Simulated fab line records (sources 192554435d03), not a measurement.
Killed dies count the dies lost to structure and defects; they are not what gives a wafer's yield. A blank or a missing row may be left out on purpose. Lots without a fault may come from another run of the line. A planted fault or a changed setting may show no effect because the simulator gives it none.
fab line records	flow n5Finfet
record lots=11	wafers=33	lastDay=17
route steps=1938 shown BEOL_M3@994 PASSIVATION@1905
lots that met no fault: from a run of the same line without faults
startH: hours from the record's opening day to when the first of the lot's shown wafers began	waitH: hours elapsed since this lot's preceding step	" unchanged from the row above	L1.1+2: a row that stands for several wafers	- either no value or no given start	* or withheld: withheld	< > ~ a bound
route shown NAME@n: a module of which the file shows steps, and the number in the route of the first	usual: average and standard deviation across the fault-free wafers	same: alike in all rows	chamber/n: place in a boat	sites: each site's reading	_std_site: how widely they spread, as a standard deviation	_edge_site: mean of outer sites minus mean of inner sites	radiusMm: for every site, how far away it sits from the centre of the wafer	mask NAME#n: copy n	behind: the last tool/chamber to shape the wafer	hold: what put the lot on hold/how long, in hours/how the hold closed	device: transistor that didn't switch, given as n, p or np	end of line: the route-end tests of the same wafers	where a step has no rows: the recipe by itself	killed: at the first sort, the dies lost to defects and structure; wafer yield is something else	map: dies across one wafer; x = killed, . = not, _ = none there
set.NAME: the run value of the setting; set.NAME@STEP: its run value at that earlier step	model.NAME: the simulator's own value behind a step, which no gauge read
a sample of lots followed through the steps of the route, with each step as a table and each wafer as a row
services: a tool's chamber out of use, with start hour (startH, from the record's first day; less than 0 if before it), hours out, and reason
## steps
# step N5_BEOL_M3_SPUTTER_48
# recipe material=Cu	targetThkA=45	tempC=-20	chamberPressurePa=0.07	powerW=withheld	timeS=8.29
# usual chuckGasFlowSccm=1.26/0.049	throttleValvePct=29.8/1.1
lot.wafer	tool	chamber	startH	waitH	chuckGasFlowSccm	throttleValvePct
L616.1	pvdSputter-01	-	151.19	0.4	1.26	30.7
L616.3	"	-	"	"	1.31	31.6
L616.6	"	-	"	"	1.28	30.5
L617.1	pvdSputter-01	-	166.03	0.1	1.29	31.8
L617.4	"	-	"	"	1.27	30.5
L617.5	"	-	"	"	1.32	28.3
L623.2	pvdSputter-01	-	183.07	0.1	1.26	30.6
L623.3	"	-	"	"	1.25	31.4
L623.6	"	-	"	"	1.26	30.7
L625.2	pvdSputter-02	-	207.13	0.1	1.21	30.2
L625.3	"	-	"	"	1.30	30.1
L625.5	"	-	"	"	1.34	29.3
L626.2	pvdSputter-03	-	217.74	0.2	1.31	29.5
L626.3	"	-	"	"	1.22	30.0
L626.5	"	-	"	"	1.26	27.7
L627.1	pvdSputter-01	-	221.21	0.1	1.26	30.3
L627.4	"	-	"	"	1.26	31.9
L627.5	"	-	"	"	1.24	31.8
L628.2	pvdSputter-03	-	223.44	0.2	1.26	29.1
L628.3	"	-	"	"	1.22	30.1
L628.6	"	-	"	"	1.21	30.0
L632.4	pvdSputter-01	-	256.16	1.5	1.26	30.7
L632.5	"	-	"	"	1.32	32.0
L632.6	"	-	"	"	1.33	28.3
L633.2	pvdSputter-03	-	257.69	0.1	1.35	30.2
L633.4	"	-	"	"	1.16	29.4
L633.6	"	-	"	"	1.34	30.5
L636.1	pvdSputter-03	-	273.34	1.6	1.25	30.4
L636.4	"	-	"	"	1.26	29.1
L636.5	"	-	"	"	1.21	27.7
L639.3	pvdSputter-02	-	291.01	1.6	1.15	30.8
L639.4	"	-	"	"	1.26	30.3
L639.5	"	-	"	"	1.24	29.0
# step N5_PASSIVATION_CD_MEAS_30
# recipe targetCdNm=4000	landingEnergyEv=500	detector=seInlens	polarity=opening
# usual cdNm=3999.2/2.7
lot.wafer	tool	chamber	startH	waitH	cdNm
L616.1	cdSem-02	0	261.95	-	4001.0
L616.3	"	0	"	"	4002.8
L616.6	"	0	"	"	4002.1
L617.1	cdSem-01	0	281.71	-	3995.4
L617.4	"	0	"	"	3998.4
L617.5	"	0	"	"	3994.4
L623.2	cdSem-03	0	297.92	-	3999.4
L623.3	"	0	"	"	3998.8
L623.6	"	0	"	"	3995.3
L625.2	cdSem-01	0	320.59	-	3999.4
L625.3	"	0	"	"	4002.2
L625.5	"	0	"	"	4002.9
L627.1	cdSem-02	0	345.53	-	4000.8
L627.4	"	0	"	"	4000.7
L627.5	"	0	"	"	3998.7
L626.2	cdSem-03	0	345.87	-	3996.1
L626.3	"	0	"	"	3996.4
L626.5	"	0	"	"	3997.6
L628.2	cdSem-03	0	350.64	-	3999.8
L628.3	"	0	"	"	3999.0
L628.6	"	0	"	"	3996.0
L632.4	cdSem-01	0	371.97	-	3999.9
L632.5	"	0	"	"	4000.0
L632.6	"	0	"	"	4002.2
L633.2	cdSem-03	0	372.89	-	4002.2
L633.4	"	0	"	"	3999.9
L633.6	"	0	"	"	4004.3
L639.3	cdSem-02	0	397.30	-	3999.5
L639.4	"	0	"	"	4004.0
L639.5	"	0	"	"	4002.6
L636.1	cdSem-02	0	401.93	-	4000.1
L636.4	"	0	"	"	4001.7
L636.5	"	0	"	"	4003.7
# step N5_PASSIVATION_OVL_MEAS_63
# recipe pointsPerWafer=44
# usual PAD_OVL=-4/5.1
lot.wafer	tool	chamber	startH	waitH	PAD_OVL[nm]
L616.1	overlay-02	0	261.98	0.0	-4
L616.3	"	0	"	"	-7
L616.6	"	0	"	"	-10
L617.1	overlay-02	0	281.74	0.0	-3
L617.4	"	0	"	"	0
L617.5	"	0	"	"	-5
L623.2	overlay-02	0	297.95	0.0	-2
L623.3	"	0	"	"	-2
L623.6	"	0	"	"	-2
L625.2	overlay-01	0	320.62	0.0	-2
L625.3	"	0	"	"	0
L625.5	"	0	"	"	5
L627.1	overlay-01	0	345.56	0.0	-12
L627.4	"	0	"	"	-1
L627.5	"	0	"	"	-4
L626.2	overlay-02	0	345.90	0.0	3
L626.3	"	0	"	"	-2
L626.5	"	0	"	"	-3
L628.2	overlay-02	0	350.67	0.0	-1
L628.3	"	0	"	"	3
L628.6	"	0	"	"	-2
L632.4	overlay-02	0	371.99	0.0	-10
L632.5	"	0	"	"	-3
L632.6	"	0	"	"	-7
L633.2	overlay-01	0	372.92	0.0	-4
L633.4	"	0	"	"	-12
L633.6	"	0	"	"	-13
L639.3	overlay-01	0	397.33	0.0	-6
L639.4	"	0	"	"	-2
L639.5	"	0	"	"	-2
L636.1	overlay-01	0	401.96	0.0	-3
L636.4	"	0	"	"	1
L636.5	"	0	"	"	-1
# step N5_PASSIVATION_DESCUM_32
# recipe chemistry=O2	timeS=7.9	sourcePowerW=50	biasPowerW=20	pressureMtorr=20	rfFrequencyHz=2.712e+07	tempC=40	o2FlowSccm=225
# usual drypumpMotorCurrentA=5.6/0.39	o2FlowSccm=225.1/0.73	oesProductAu=0.82/0.1	rfVppV=242.9/1.5	showerheadPlenumPTorr=2.07/0.084	throttleValvePct=20.41/0.22
lot.wafer	tool	chamber	startH	waitH	drypumpMotorCurrentA	o2FlowSccm	oesProductAu	rfHoursCounterH	rfVppV	showerheadPlenumPTorr	throttleValvePct
L616.1	rieDiel-02	3	262.04	0.0	5.2	225.1	0.80	79	242.9	2.02	20.51
L616.3	"	1	"	"	5.6	223.9	0.71	231	240.0	1.97	20.23
L616.6	"	1	"	"	5.7	224.5	0.70	-	241.8	1.97	20.23
L617.1	rieDiel-02	0	281.80	0.0	5.9	225.0	1.02	0	244.3	2.16	20.28
L617.4	"	1	"	"	5.6	225.1	0.69	239	242.3	1.97	20.26
L617.5	"	2	"	"	4.8	223.9	0.71	-	244.3	2.17	20.50
L623.2	rieDiel-02	1	298.00	0.0	5.6	225.4	0.68	244	240.2	1.97	20.27
L623.3	"	3	"	"	5.2	225.3	0.78	93	242.7	2.01	20.54
L623.6	"	1	"	"	5.6	225.8	0.68	-	241.0	1.97	20.26
L625.2	rieDiel-06	3	320.72	0.1	5.5	224.8	0.80	116	244.3	2.02	20.38
L625.3	"	0	"	"	5.7	224.7	0.88	46	242.8	2.03	20.15
L625.5	"	1	"	"	6.1	225.5	0.84	-	241.9	2.00	20.50
L627.1	rieDiel-02	0	345.62	0.0	5.9	225.6	0.93	24	242.0	2.15	20.30
L627.4	"	3	"	"	5.2	226.4	0.77	111	242.2	2.01	20.54
L627.5	"	0	"	"	5.9	225.0	0.93	-	244.4	2.15	20.31
L626.2	rieDiel-04	2	346.02	0.1	6.0	225.2	0.95	10	242.1	2.04	20.14
L626.3	"	0	"	"	6.1	225.9	0.92	15	244.4	2.16	20.34
L626.5	"	3	"	"	5.5	224.5	0.72	-	240.4	2.01	20.64
L628.2	rieDiel-04	0	351.01	0.3	6.1	226.6	0.93	17	244.4	2.16	20.34
L628.3	"	1	"	"	5.2	224.7	0.71	216	240.5	1.97	20.73
L628.6	"	3	"	"	5.5	225.5	0.72	-	241.9	2.01	20.63
L632.4	rieDiel-02	0	372.10	0.1	5.9	226.0	0.90	-	243.0	2.15	20.33
L632.5	"	3	"	"	5.2	226.2	0.76	-	240.2	2.00	20.57
L632.6	"	1	"	"	5.7	225.5	0.95	-	244.2	2.22	20.03
L633.2	rieDiel-02	1	373.00	0.1	5.6	225.5	0.95	14	245.5	2.22	20.03
L633.4	"	1	"	"	5.6	226.4	0.95	-	244.4	2.22	20.03
L633.6	"	0	"	"	5.9	226.5	0.91	-	245.2	2.15	20.33
L639.3	rieDiel-04	2	398.51	1.2	6.0	225.7	0.90	28	242.4	2.04	20.17
L639.4	"	1	"	"	5.1	224.3	0.70	236	241.6	1.96	20.76
L639.5	"	1	"	"	5.1	224.2	0.70	-	241.2	1.96	20.76
L636.1	rieDiel-02	0	405.31	3.3	5.9	224.5	0.88	50	242.9	2.14	20.35
L636.4	"	1	"	"	5.6	224.3	0.90	29	245.8	2.22	20.07
L636.5	"	0	"	"	5.9	224.2	0.88	-	242.7	2.14	20.36
# step N5_PASSIVATION_PROBE_49
# usual defectLimitedYield=91.3/1.5	killed_at_M0_to_M3=35/8.7	killed_at_M4_up=14/5.5	killedAtContacts=11/5.6	killedAtFrontEnd=39/13	killedAtOther=3.7/2.2	killedDies=103/18	killedOpen=69/14	killedShort=33/7.8	sort_bin_4_leakage=0.02/0.15	sort_bin_5_function=5.1/0.99	sort_bin_6_memory=3.3/0.67	sort_bin_8_speed=0.02/0.17	sortNPass=1077/18	sortYieldPct=91.2/1.5
# same grossDies=1180	killedAtBackSide=0
lot.wafer	tool	chamber	startH	waitH	defectLimitedYield[%]	killed_at_M0_to_M3	killed_at_M4_up	killedAtContacts	killedAtFrontEnd	killedAtOther	killedDies	killedOpen	killedShort	sort_bin_4_leakage[%]	sort_bin_5_function[%]	sort_bin_6_memory[%]	sort_bin_8_speed[%]	sortNPass	sortYieldPct[%]
L626.2	prober-01	-	352.43	0.1	91.0	43	17	2	40	4	106	65	40	0	4.7	3.8	0	1074	91.0
L626.3	prober-01	-	352.48	0.1	91.5	32	21	9	33	5	100	60	39	0	4.8	3.1	0	1080	91.5
L626.5	prober-01	-	352.58	0.2	92.5	34	13	6	32	4	89	56	33	0	4.7	2.7	0	1091	92.5
L633.2	prober-01	-	378.00	0.1	85.9	107	14	8	33	4	166	62	20	0	8.4	3.7	0	1014	85.9
L633.4	prober-01	-	378.10	0.2	90.4	72	9	4	24	4	113	45	17	0	6.1	2.0	0	1067	90.4
L633.6	prober-01	-	378.20	0.3	86.0	103	23	10	28	1	165	53	21	0	8.8	2.8	0	1015	86.0
L636.1	prober-02	-	412.42	0.0	85.1	109	18	12	34	3	176	64	20	0	8.4	3.5	0	1004	85.1
L636.4	prober-02	-	412.57	0.2	87.2	86	12	12	37	4	151	67	26	0	7.7	3.1	0	1029	87.2
L636.5	prober-02	-	412.62	0.2	79.7	166	11	12	48	3	240	70	33	0	11.1	4.2	0	940	79.7
# killed by level:class
L626.2 BEOL_M0_SAQP:geometricParticle:short=14 BEOL_M0_SAQP:geometricParticle:open=11 FIN_SAQP:geometricParticle:open=8 STI_FIN_REVEAL:geometricParticle:open=8 ILD0:geometricParticle:short=7 BEOL_M2:geometricParticle:open=6 DUMMY_GATE:geometricParticle:open=4 ILD0:geometricParticle:open=4
L626.3 BEOL_M0_SAQP:geometricParticle:short=11 STI_FIN_REVEAL:geometricParticle:open=8 MOL_CONTACT_COAG:geometricParticle:open=7 GATE_CUT:geometricParticle:short=6 BEOL_M0_SAQP:geometricParticle:open=6 BEOL_M6:geometricParticle:open=5 BEOL_M3:geometricParticle:open=5 FIN_SAQP:geometricParticle:open=4
L626.5 BEOL_M0_SAQP:geometricParticle:open=14 BEOL_M0_SAQP:geometricParticle:short=9 BEOL_M4:geometricParticle:open=7 STI_FIN_REVEAL:geometricParticle:open=6 MOL_CONTACT_COAG:geometricParticle:open=6 GATE_CUT:geometricParticle:short=6 BEOL_M3:geometricParticle:open=5 FIN_SAQP:geometricParticle:short=4
L633.2 BEOL_M3:unspecified=82 FIN_SAQP:geometricParticle:short=10 BEOL_M3:geometricParticle:open=10 BEOL_M4:geometricParticle:open=8 FIN_SAQP:geometricParticle:open=6 MOL_CONTACT_COAG:geometricParticle:open=6 STI_FIN_REVEAL:geometricParticle:open=5 BEOL_M2:geometricParticle:open=5
L633.4 BEOL_M3:unspecified=51 FIN_SAQP:geometricParticle:short=7 STI_FIN_REVEAL:geometricParticle:open=7 BEOL_M0_SAQP:geometricParticle:open=7 BEOL_M1:geometricParticle:open=6 BEOL_M4:geometricParticle:open=6 BEOL_M3:geometricParticle:open=5 STARTING-WAFER:geometricParticle:short=4
L633.6 BEOL_M3:unspecified=87 BEOL_M4:geometricParticle:open=14 MOL_CONTACT_COAG:geometricParticle:open=9 STI_FIN_REVEAL:geometricParticle:open=7 GATE_CUT:geometricParticle:short=7 BEOL_M3:geometricParticle:open=5 STARTING-WAFER:geometricParticle:open=4 GATE_CUT:geometricParticle:open=3
L636.1 BEOL_M3:unspecified=90 STI_FIN_REVEAL:geometricParticle:open=14 BEOL_M4:geometricParticle:open=13 MOL_CONTACT_COAG:geometricParticle:open=11 DUMMY_GATE:geometricParticle:open=9 BEOL_M1:geometricParticle:open=6 BEOL_M0_SAQP:geometricParticle:open=4 FIN_SAQP:geometricParticle:open=3
L636.4 BEOL_M3:unspecified=56 MOL_CONTACT_COAG:geometricParticle:open=12 FIN_SAQP:geometricParticle:short=9 BEOL_M0_SAQP:geometricParticle:open=9 BEOL_M2:geometricParticle:open=7 STI_FIN_REVEAL:geometricParticle:open=6 DUMMY_GATE:geometricParticle:open=6 SPACER0:geometricParticle:open=5
L636.5 BEOL_M3:unspecified=136 STI_FIN_REVEAL:geometricParticle:open=16 MOL_CONTACT_COAG:geometricParticle:open=12 BEOL_M3:geometricParticle:open=8 BEOL_M2:geometricParticle:open=5 BEOL_M0_SAQP:geometricParticle:short=5 BEOL_M0_SAQP:geometricParticle:open=5 FIN_SAQP:geometricParticle:open=4
## services
tool	chamber	startH	hours	kind
rieDiel-06	2	148.52	29.0	repair
pvdSputter-01	-	166.67	1.7	repair
rieDiel-02	3	166.84	4.9	repair
rieDiel-02	-	177.25	2.8	pm
rieDiel-04	2	179.58	5.0	repair
rieDiel-02	0	197.42	3.8	repair
rieDiel-02	0	240.73	-	clean
rieDiel-02	0	240.73	-	consumableReplace:focusRing
rieDiel-06	0	247.66	11.7	repair
rieDiel-04	3	275.02	10.0	repair
pvdSputter-03	-	277.53	2.1	repair
rieDiel-06	3	280.34	5.1	repair
rieDiel-02	1	317.81	-	clean
rieDiel-02	1	317.81	-	consumableReplace:focusRing
rieDiel-02	1	317.81	-	consumableReplace:showerhead
rieDiel-02	1	317.81	17.8	scheduledDown
rieDiel-02	1	317.81	17.8	ventCycle
rieDiel-04	2	361.65	6.5	repair
rieDiel-02	2	366.02	-	clean
rieDiel-02	2	366.02	-	consumableReplace:focusRing
rieDiel-02	2	366.02	15.2	scheduledDown
rieDiel-02	2	366.02	15.2	ventCycle
pvdSputter-02	-	395.03	1.1	repair
rieDiel-04	-	401.02	14.6	pm
## key
firstSign step=N5_PASSIVATION_PROBE_49	reading=killed_at_M0_to_M3	direction=up	sigmas=8.4	usual=35	struck=107
effect step=N5_PASSIVATION_PROBE_49	reading=killedDies	direction=up	sigmas=3.7	usual=103	struck=168
moreKillsBornAt N5_BEOL_M3_SPUTTER_48@pvdSputter-03=502
metAt N5_BEOL_M3_SPUTTER_48
struckLots L633,L636
notActingAt N5_PASSIVATION_CD_MEAS_30,N5_PASSIVATION_OVL_MEAS_63,N5_PASSIVATION_DESCUM_32
onsetBetween 223.44 257.69
fault kind=chamberParticleSource	tool=pvdSputter-03	chamber=-	onsetH=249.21	steps=N5_BEOL_M3_SPUTTER_48	ratePerVisitCm2=1.803	endH=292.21
